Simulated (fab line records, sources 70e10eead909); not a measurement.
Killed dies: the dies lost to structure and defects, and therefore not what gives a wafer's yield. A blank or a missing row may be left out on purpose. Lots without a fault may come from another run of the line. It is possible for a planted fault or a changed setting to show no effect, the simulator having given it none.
fab line records -- flow nand-harc
record: lots: 12, wafers: 36, last-day: 23
route steps=1159 shown A_CHANNEL_FILL_D1@517 A_STAIRCASE@549 END@1159
lots that met no fault: taken from a fault-free run of the same line
start-h: the number of hours between the record's first day and the start of the first shown wafer of the lot -- wait-h: how many hours have passed since the lot's step before this one -- " the same as in the row above -- L1.1+2: one row covering several wafers at once -- - value missing, or start not given -- * or withheld: withheld -- < > ~ a bound
route shown NAME@n: a module of which the file shows steps, and the number in the route of the first -- usual: the fault-free wafers' mean and standard deviation -- same: alike in all rows -- chamber/n: place in a boat -- sites: each site's reading -- _std_site: the standard deviation of these -- _edge_site: the outer-site mean with the inner-site mean subtracted -- radius-mm: for every site, how far away it sits from the centre of the wafer -- mask NAME#n: copy n -- behind: the most recent tool/chamber to have shaped the wafer -- hold: why the lot was held/for how many hours/how that ended -- device: the n, p or np transistor that did not switch -- end of line: the tests these same wafers got at the end of their route -- a step given without rows: its recipe and nothing more -- killed: at the first sort, the dies lost to defects and structure; wafer yield is something else -- map: shows each die of a wafer: x if killed, . if not, _ if none is there
set.NAME: the setting as run; set.NAME@STEP: as run at that earlier step -- model.NAME: the simulator's own value behind a step, which no gauge read
the route's steps for a sample of lots (tables are steps, rows are wafers)
services: a tool's chamber out of use, with start hour (start-h, from the record's first day; less than 0 if before it), hours out, and reason
== steps ==
step: NHARC_A_CHANNEL_FILL_D1_RTA_24
recipe: temp-c: 1000, time-s: 5
usual: lamp-power-pct: 28.4/0.43, lamp_zone_4_pct: 28.4/0.43, lamp_zone_7_pct: 28.8/0.44, wafer_temp_C_max: 1003.8/1
lot.wafer,tool,chamber,start-h,wait-h,lamp-power-pct,lamp_zone_4_pct,lamp_zone_7_pct,wafer_temp_C_max
L120.1,rtp-anneal-01,0,237.41,0.0,28.7,28.7,29.1,1003.3
L120.4,rtp-anneal-01,0,237.41,0.0,28.7,28.7,29.1,1003.6
L120.5,rtp-anneal-01,0,237.41,0.0,28.7,28.7,29.2,1004.3
L121.2,rtp-anneal-02,0,240.03,0.1,27.8,27.8,28.3,1004.0
L121.3,rtp-anneal-02,0,240.03,0.1,27.8,27.8,28.2,1007.3
L121.4,rtp-anneal-02,0,240.03,0.1,27.7,27.8,28.2,1005.0
L124.3,rtp-anneal-01,0,254.13,0.1,28.7,28.7,29.2,1003.7
L124.5,rtp-anneal-01,0,254.13,0.1,28.7,28.7,29.1,1003.0
L124.6,rtp-anneal-01,0,254.13,0.1,28.7,28.7,29.1,1002.7
L125.1,rtp-anneal-01,0,264.00,0.0,28.7,28.7,29.1,1003.5
L125.2,rtp-anneal-01,0,264.00,0.0,28.7,28.7,29.2,1003.3
L125.5,rtp-anneal-01,0,264.00,0.0,28.7,28.7,29.2,1004.8
L126.2,rtp-anneal-02,0,264.03,0.1,27.8,27.8,28.3,1004.5
L126.3,rtp-anneal-02,0,264.03,0.1,27.8,27.8,28.3,1004.2
L126.4,rtp-anneal-02,0,264.03,0.1,27.8,27.9,28.3,1007.0
L130.1,rtp-anneal-02,0,284.18,0.1,27.8,27.9,28.2,1003.4
L130.2,rtp-anneal-02,0,284.18,0.1,27.8,27.8,28.3,1004.2
L130.4,rtp-anneal-02,0,284.18,0.1,27.9,27.9,28.3,1004.0
L133.1,rtp-anneal-01,0,304.91,0.0,28.8,28.7,29.2,1002.8
L133.4,rtp-anneal-01,0,304.91,0.0,28.7,28.7,29.2,1003.9
L133.6,rtp-anneal-01,0,304.91,0.0,28.8,28.7,29.2,1003.0
L138.3,rtp-anneal-02,0,338.38,0.1,27.9,27.8,28.3,1003.2
L138.5,rtp-anneal-02,0,338.38,0.1,27.8,27.8,28.3,1004.0
L138.6,rtp-anneal-02,0,338.38,0.1,27.9,27.8,28.3,1004.4
L140.1,rtp-anneal-01,0,345.75,0.0,28.7,28.7,29.3,1003.3
L140.3,rtp-anneal-01,0,345.75,0.0,28.7,28.7,29.2,1002.9
L140.5,rtp-anneal-01,0,345.75,0.0,28.7,28.8,29.2,1003.2
L139.2,rtp-anneal-02,0,345.81,0.1,27.8,27.9,28.3,1003.2
L139.3,rtp-anneal-02,0,345.81,0.1,27.8,27.8,28.2,1003.9
L139.4,rtp-anneal-02,0,345.81,0.1,27.8,27.8,28.2,1004.4
L142.3,rtp-anneal-02,0,358.66,0.1,27.8,27.9,28.3,1004.7
L142.4,rtp-anneal-02,0,358.66,0.1,27.9,27.8,28.3,1004.9
L142.6,rtp-anneal-02,0,358.66,0.1,27.8,27.8,28.3,1003.9
L143.2,rtp-anneal-01,0,367.71,0.1,28.7,28.7,29.2,1003.0
L143.4,rtp-anneal-01,0,367.71,0.1,28.7,28.7,29.2,1003.7
L143.5,rtp-anneal-01,0,367.71,0.1,28.8,28.7,29.2,1004.3
step: NHARC_A_STAIRCASE_ETCH_13
recipe: target-depth-a: 1000, time-s: 40.5, ion-energy-ev: 400, c4f8-flow-sccm: 20, o2-flow-sccm: 10, ar-flow-sccm: withheld, rf-w: 600, bias-w: 1000, chemistry: C4F8/O2
usual: oes-product-au: 0.940/0.017, rf-fwd-power-W: 593.1/2.7, rf-vpp-V: 897/4.5
lot.wafer,tool,chamber,start-h,wait-h,oes-product-au,rf-fwd-power-W,rf-hours-counter-h,rf-vpp-V
L120.1,rie-diel-11,3,240.85,-,0.915,595.0,16,900
L120.4,rie-diel-11,0,240.85,-,0.937,594.8,15,902
L120.5,rie-diel-11,2,240.85,-,0.937,596.4,-,892
L121.3,rie-diel-11,0,243.28,-,0.931,596.8,17,903
L121.2,rie-diel-11,1,243.28,-,0.919,590.7,18,894
L121.4,rie-diel-11,2,243.28,-,0.942,594.3,18,892
L124.3,rie-diel-01,0,257.42,-,0.946,592.2,37,899
L124.6,rie-diel-01,0,257.42,-,0.955,594.3,-,897
L124.5,rie-diel-01,1,257.42,-,0.939,588.6,-,889
L125.2,rie-diel-01,0,267.42,-,0.926,594.4,40,897
L125.1,rie-diel-01,2,267.42,-,0.950,590.8,43,902
L125.5,rie-diel-01,0,267.42,-,0.937,594.5,-,899
L126.3,rie-diel-01,1,267.63,-,0.921,588.6,39,890
L126.2,rie-diel-01,2,267.63,-,0.930,592.3,43,904
L126.4,rie-diel-01,3,267.63,-,0.711,355.2,44,898
L130.1,rie-diel-01,1,287.51,-,0.923,592.6,48,889
L130.2,rie-diel-01,2,287.51,-,0.917,593.4,53,903
L130.4,rie-diel-01,3,287.51,-,0.718,354.6,54,897
L133.1,rie-diel-13,2,308.17,-,0.951,597.5,8,897
L133.4,rie-diel-13,0,308.17,-,0.954,593.8,7,904
L133.6,rie-diel-13,1,308.17,-,0.939,587.6,-,898
L138.3,rie-diel-01,2,341.84,-,0.929,594.8,7,901
L138.5,rie-diel-01,3,341.84,-,0.908,593.0,-,898
L138.6,rie-diel-01,0,341.84,-,0.921,591.9,-,898
L139.4,rie-diel-13,1,349.11,-,0.953,590.6,24,898
L139.3,rie-diel-13,2,349.11,-,0.960,595.0,25,897
L139.2,rie-diel-13,3,349.11,-,0.960,592.9,25,892
L140.3,rie-diel-11,1,349.56,-,0.927,592.7,54,893
L140.1,rie-diel-11,2,349.56,-,0.937,590.7,57,891
L140.5,rie-diel-11,2,349.56,-,0.932,592.4,-,891
L142.3,rie-diel-13,0,362.11,-,0.984,595.4,29,903
L142.4,rie-diel-13,1,362.11,-,0.975,591.6,30,898
L142.6,rie-diel-13,0,362.11,-,0.987,596.0,-,904
L143.2,rie-diel-13,1,371.16,-,0.950,591.1,33,898
L143.4,rie-diel-13,2,371.16,-,0.961,596.5,33,896
L143.5,rie-diel-13,1,371.16,-,0.947,590.1,-,897
step: NHARC_A_STAIRCASE_TRIM_18
recipe: time-s: 211.2, o2-flow-sccm: 500, ar-flow-sccm: 0, bias-w: 0, chemistry: O2
usual: drypump-motor-current-A: 5.7/0.37, oes-product-au: 1.002/0.013, rf-vpp-V: 57.9/0.88, showerhead-plenum-p-Torr: 3.56/0.13, throttle-valve-pct: 17.036/0.009
lot.wafer,tool,chamber,start-h,wait-h,drypump-motor-current-A,oes-product-au,rf-hours-counter-h,rf-vpp-V,showerhead-plenum-p-Torr,throttle-valve-pct
L120.4,rie-diel-11,0,-,-,5.4,1.007,16,57.8,3.72,17.037
L120.1,rie-diel-11,1,-,-,5.8,0.981,17,58.6,3.46,17.032
L120.5,rie-diel-11,0,-,-,5.5,1.013,-,58.4,3.72,17.025
L121.2,rie-diel-11,0,-,-,5.4,1.006,17,59.0,3.71,17.036
L121.4,rie-diel-11,1,-,-,5.8,0.987,18,55.5,3.46,17.038
L121.3,rie-diel-11,2,-,-,5.6,1.007,18,58.0,3.42,17.046
L124.3,rie-diel-01,0,-,-,5.4,1.005,37,58.2,3.59,17.025
L124.5,rie-diel-01,0,-,-,5.4,1.008,-,58.5,3.59,17.045
L124.6,rie-diel-01,1,-,-,5.9,0.994,-,57.7,3.34,17.038
L125.1,rie-diel-01,2,-,-,5.8,1.016,44,57.6,3.71,17.043
L125.2,rie-diel-01,0,-,-,5.4,1.009,40,58.0,3.59,17.025
L125.5,rie-diel-01,3,-,-,6.0,1.011,-,58.5,3.59,17.035
L126.4,rie-diel-01,3,-,-,6.0,1.014,46,57.6,3.59,17.023
L126.3,rie-diel-01,0,-,-,5.4,0.998,42,58.3,3.59,17.043
L126.2,rie-diel-01,1,-,-,5.9,0.995,41,56.0,3.34,17.034
L130.2,rie-diel-01,0,-,-,5.4,1.008,49,57.8,3.59,17.038
L130.1,rie-diel-01,1,-,-,5.9,0.998,48,57.9,3.33,17.052
L130.4,rie-diel-01,2,-,-,5.8,1.011,53,58.1,3.70,17.041
L133.1,rie-diel-13,0,-,-,6.7,1.023,8,60.2,3.77,17.033
L133.4,rie-diel-13,3,-,-,5.5,1.007,8,58.5,3.44,17.036
L133.6,rie-diel-13,1,-,-,5.5,0.999,-,59.0,3.58,17.051
L138.3,rie-diel-01,2,-,-,5.8,0.994,7,56.7,3.70,17.026
L138.6,rie-diel-01,0,-,-,5.4,0.995,-,56.8,3.58,17.041
L138.5,rie-diel-01,1,-,-,5.9,1.006,-,58.7,3.32,17.028
L139.4,rie-diel-13,1,-,-,5.5,1.010,24,58.4,3.57,17.034
L139.2,rie-diel-13,2,-,-,5.2,1.006,25,58.5,3.56,17.045
L139.3,rie-diel-13,3,-,-,5.4,0.987,25,59.2,3.43,17.054
L140.3,rie-diel-11,1,-,-,5.8,0.995,55,57.7,3.44,17.053
L140.1,rie-diel-11,2,-,-,5.6,1.014,58,57.6,3.40,17.025
L140.5,rie-diel-11,0,-,-,5.4,1.010,-,58.2,3.69,17.036
L142.3,rie-diel-13,2,-,-,5.2,1.015,31,58.1,3.55,17.034
L142.4,rie-diel-13,3,-,-,5.4,1.000,30,56.9,3.43,17.038
L142.6,rie-diel-13,2,-,-,5.2,1.023,-,58.0,3.55,17.052
L143.2,rie-diel-13,3,-,-,5.4,0.994,33,58.8,3.43,17.036
L143.4,rie-diel-13,1,-,-,5.5,1.000,34,58.2,3.57,17.034
L143.5,rie-diel-13,3,-,-,5.5,0.998,-,58.7,3.43,17.034
step: NHARC_A_STAIRCASE_ETCH_19
recipe: target-depth-a: 1000, time-s: 40.5, ion-energy-ev: 400, c4f8-flow-sccm: 20, o2-flow-sccm: 10, ar-flow-sccm: withheld, rf-w: 600, bias-w: 1000, chemistry: C4F8/O2
usual: oes-product-au: 0.941/0.013, rf-fwd-power-W: 592.8/2.5, rf-vpp-V: 897/4.8
lot.wafer,tool,chamber,start-h,wait-h,oes-product-au,rf-fwd-power-W,rf-hours-counter-h,rf-vpp-V
L120.1,rie-diel-11,3,-,-,0.925,596.3,17,901
L120.4,rie-diel-11,0,-,-,0.935,593.9,16,901
L120.5,rie-diel-11,3,-,-,0.923,598.2,-,901
L121.2,rie-diel-11,3,-,-,0.931,594.9,18,902
L121.3,rie-diel-11,0,-,-,0.944,592.4,17,903
L121.4,rie-diel-11,2,-,-,0.947,591.9,18,892
L124.3,rie-diel-01,3,-,-,0.947,594.6,42,899
L124.5,rie-diel-01,1,-,-,0.940,588.7,-,888
L124.6,rie-diel-01,2,-,-,0.969,587.2,-,902
L125.1,rie-diel-01,3,-,-,0.938,592.9,46,900
L125.2,rie-diel-01,1,-,-,0.928,588.2,41,889
L125.5,rie-diel-01,2,-,-,0.940,590.6,-,902
L126.2,rie-diel-01,1,-,-,0.917,589.6,41,888
L126.4,rie-diel-01,3,-,-,0.927,595.2,46,897
L126.3,rie-diel-01,0,-,-,0.915,593.5,42,898
L130.4,rie-diel-01,2,-,-,0.938,592.6,54,902
L130.1,rie-diel-01,0,-,-,0.924,591.6,50,898
L130.2,rie-diel-01,1,-,-,0.934,589.2,48,888
L133.1,rie-diel-13,3,-,-,0.929,594.2,8,892
L133.4,rie-diel-13,1,-,-,0.925,587.3,9,898
L133.6,rie-diel-13,0,-,-,0.947,590.5,-,905
L138.3,rie-diel-01,3,-,-,0.944,594.5,9,898
L138.5,rie-diel-01,1,-,-,0.946,591.0,-,887
L138.6,rie-diel-01,2,-,-,0.945,593.1,-,901
L139.3,rie-diel-13,3,-,-,0.954,594.0,25,893
L139.4,rie-diel-13,0,-,-,0.975,592.2,24,903
L139.2,rie-diel-13,1,-,-,0.955,591.1,24,896
L140.3,rie-diel-11,1,-,-,0.930,589.9,55,894
L140.1,rie-diel-11,3,-,-,0.934,594.8,56,898
L140.5,rie-diel-11,2,-,-,0.942,590.0,-,891
L142.4,rie-diel-13,1,-,-,0.935,591.4,31,897
L142.3,rie-diel-13,3,-,-,0.939,594.8,30,894
L142.6,rie-diel-13,1,-,-,0.947,592.6,-,897
L143.2,rie-diel-13,3,-,-,0.933,594.7,33,892
L143.4,rie-diel-13,1,-,-,0.945,591.0,34,897
L143.5,rie-diel-13,2,-,-,0.961,593.7,-,898
step: NHARC_END_SORT_01
recipe: temp-c: 25
usual: killed-at-array: 27/9.9, killed-at-other: 0.5/0.76, killed-at-periphery: 3.4/2.2, killed-dies: 31/10, killed-open: 3.3/2, killed-short: 2.0/1.5
same: gross-dies: 677
lot.wafer,tool,chamber,start-h,wait-h,killed-at-array,killed-at-other,killed-at-periphery,killed-dies,killed-open,killed-short
L126.2,prober-02,0,476.18,2.8,24,0,4,28,1,0
L126.3,prober-02,0,476.98,3.1,22,0,4,26,3,0
L126.4,prober-02,0,477.78,3.4,672,0,5,677,1,1
L130.1,prober-01,0,492.84,2.5,10,3,6,19,4,0
L130.2,prober-01,0,493.63,2.8,9,1,5,15,1,1
L130.4,prober-01,0,495.22,3.4,672,0,5,677,3,1
killed by level:class
L126.2 A_CHANNEL_HOLE_D1:chamber-film-flake=17 A_STAIRCASE:chamber-film-flake=3 P_STI:chamber-film-flake=2 P_GATE:chamber-film-flake=2 A_CONTACT:chamber-film-flake=2 A_M0:geometric-particle:open=1 A_SLIT:chamber-film-flake=1
L126.3 A_CHANNEL_HOLE_D1:chamber-film-flake=10 A_STAIRCASE:chamber-film-flake=7 A_SLIT:chamber-film-flake=2 P_CONTACT:geometric-particle:open=1 A_CHANNEL_HOLE_D1:geometric-particle:open=1 A_CONTACT:geometric-particle:open=1 P_ZERO_WELL:chamber-film-flake=1 P_STI:chamber-film-flake=1
L126.4 A_STAIRCASE:area-etch=647 A_CHANNEL_HOLE_D1:chamber-film-flake=12 A_STAIRCASE:chamber-film-flake=3 A_SLIT:chamber-film-flake=3 A_CONTACT:chamber-film-flake=3 P_ZERO_WELL:chamber-film-flake=2 P_STI:chamber-film-flake=2 A_WL_FILL:chamber-film-flake=2
L130.1 A_CHANNEL_HOLE_D1:chamber-film-flake=4 P_STI:chamber-film-flake=3 THIN_TSV:chamber-film-flake=3 P_GATE:chamber-film-flake=2 A_STAIRCASE:chamber-film-flake=2 P_M0:geometric-particle:open=1 A_CHANNEL_FILL_D1:geometric-particle:open=1 A_CONTACT:geometric-particle:open=1
L130.2 A_CHANNEL_HOLE_D1:chamber-film-flake=5 A_STAIRCASE:chamber-film-flake=3 P_STI:chamber-film-flake=2 P_GATE:geometric-particle:short=1 P_CONTACT:geometric-particle:open=1 P_ZERO_WELL:chamber-film-flake=1 A_CONTACT:chamber-film-flake=1 THIN_TSV:chamber-film-flake=1
L130.4 A_STAIRCASE:area-etch=659 A_CONTACT:chamber-film-flake=5 P_M1:chamber-film-flake=3 A_CHANNEL_HOLE_D1:chamber-film-flake=2 A_CHANNEL_HOLE_D1:geometric-particle:open=1 A_BLC:geometric-particle:open=1 A_M0:geometric-particle:short=1 A_M0:geometric-particle:open=1
== services ==
tool,chamber,start-h,hours,kind
rie-diel-01,0,220.80,-,clean
rie-diel-01,1,220.80,-,clean
rie-diel-01,2,220.80,-,clean
rie-diel-01,3,220.80,-,clean
rie-diel-01,0,245.30,-,clean
rie-diel-01,1,245.30,-,clean
rie-diel-01,2,245.30,-,clean
rie-diel-01,3,245.30,-,clean
rie-diel-01,0,270.17,-,clean
rie-diel-01,1,270.17,-,clean
rie-diel-01,2,270.17,-,clean
rie-diel-01,3,270.17,-,clean
rie-diel-13,-,276.27,9.0,pm
rie-diel-01,0,294.70,-,clean
rie-diel-01,1,294.70,-,clean
rie-diel-01,2,294.70,-,clean
rie-diel-01,3,294.70,-,clean
rie-diel-01,2,296.42,3.8,repair
rtp-anneal-02,-,300.00,12.0,pm
rie-diel-01,-,314.88,9.0,pm
rie-diel-01,0,314.88,9.0,vent-cycle
rie-diel-01,1,314.88,9.0,vent-cycle
rie-diel-01,2,362.64,2.9,repair
rie-diel-11,-,366.50,9.0,pm
== key ==
first-sign: step: NHARC_A_STAIRCASE_ETCH_13, reading: rf-fwd-power-W, direction: down, sigmas: 90, usual: *, struck: *
effect: step: NHARC_A_STAIRCASE_ETCH_13, reading: oes-product-au, direction: down, sigmas: 13, usual: 0.940, struck: 0.715
effect: step: NHARC_END_SORT_01, reading: killed-at-array, direction: up, sigmas: 65, usual: 27, struck: 672
more-kills-born-at: NHARC_A_STAIRCASE_ETCH_13@rie-diel-01: 1306
met-at NHARC_A_STAIRCASE_ETCH_13
struck-lots L126,L130
struck-wafers L126.4,L130.4
later-rows-left-out L126.4,L130.4
tester-left-out L126,L130
not-acting-at NHARC_A_CHANNEL_FILL_D1_RTA_24,NHARC_A_STAIRCASE_TRIM_18,NHARC_A_STAIRCASE_ETCH_19
fault: kind: process-parameter-drift, tool: rie-diel-01, chamber: 3, onset-h: 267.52, steps: NHARC_A_STAIRCASE_ETCH_13, channel: rf-w, offset: *, shape: step, end-h: 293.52, acts-in: *, stated: *
tester-left-out: of these lots the tester's yield and bins aren't shown, on N5 and GAA mostly nor the transistor test; their killed dies are dies lost to structure and defects alone, not to doping, threshold or leakage, so they don't give the yield
later-rows-left-out: the simulator's readings of these wafers behind a module that went badly wrong aren't trusted and aren't shown, but for the sort
